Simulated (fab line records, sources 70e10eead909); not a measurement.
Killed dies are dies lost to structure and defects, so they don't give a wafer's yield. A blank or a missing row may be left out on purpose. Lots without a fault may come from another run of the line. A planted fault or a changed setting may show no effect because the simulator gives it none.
Which tool did it? | flow nand_harc | 12 lots, 36 wafers sampled, at 2 steps of a route of 1302

WHAT THE GAUGES READ, wafer by wafer
NHARC_A_M1_INSPECT_11.
lot  | measured     | on                | raw_defect_count
L076 | day 23 13:22 | defect_inspect-01 | 70 78 76
L077 | day 23 16:25 | defect_inspect-01 | 23 36 31
L079 | day 24 14:23 | defect_inspect-02 | 30 28 27
L082 | day 26 00:04 | defect_inspect-02 | 82 87 91
L083 | day 26 11:38 | defect_inspect-02 | 28 31 41
L084 | day 28 03:54 | defect_inspect-01 | 39 34 34
L087 | day 28 11:31 | defect_inspect-02 | 19 31 35
L091 | day 29 22:31 | defect_inspect-01 | 111 121 112
L089 | day 30 00:28 | defect_inspect-01 | 28 23 30
L094 | day 30 21:53 | defect_inspect-01 | 66 58 67
L096 | day 31 03:32 | defect_inspect-01 | 108 126 128
L097 | day 32 13:36 | defect_inspect-01 | 96 120 126

WHICH TOOL RAN EACH LOT (tool, then ch and the chambers of the sampled wafers, then the start)
lot  | NHARC_A_M0_PVD_20
L076 | pvd_sputter-01, day 23 13:22 or earlier
L077 | pvd_sputter-02, day 23 16:25 or earlier
L079 | pvd_sputter-01, day 24 14:23 or earlier
L082 | pvd_sputter-01, day 26 00:04 or earlier
L083 | pvd_sputter-03, day 26 11:38 or earlier
L084 | pvd_sputter-01, day 28 03:54 or earlier
L087 | pvd_sputter-01, day 28 11:31 or earlier
L091 | pvd_sputter-02, day 29 22:31 or earlier
L089 | pvd_sputter-03, day 30 00:28 or earlier
L094 | pvd_sputter-03, day 30 21:53 or earlier
L096 | pvd_sputter-01, day 31 03:32 or earlier
L097 | pvd_sputter-03, day 32 13:36 or earlier
- NHARC_A_M0_PVD_20: deposits TaN, target thk 5 nm, time 8.06 s.

THE ANSWER, worked out from the rows above alone
Rule: what is usual is taken from the lots themselves. Put in order of their means at a reading, lots are off if they are a third of the lots or fewer, leave a main group of 4 or more, and stand apart from it by a gap of 3 or more times the standard deviation of the main group's means; of several such gaps the widest counts. A main group whose means are all the same, to the digits that the tables above print for the reading, isn't used. A lot without any number at a reading at which 4 lots or more have one is off too. The other lots that the step has rows for count as sound.
No lot is off at any reading shown: from this, nothing can be told.

WHAT THE SIMULATOR HAD PUT IN
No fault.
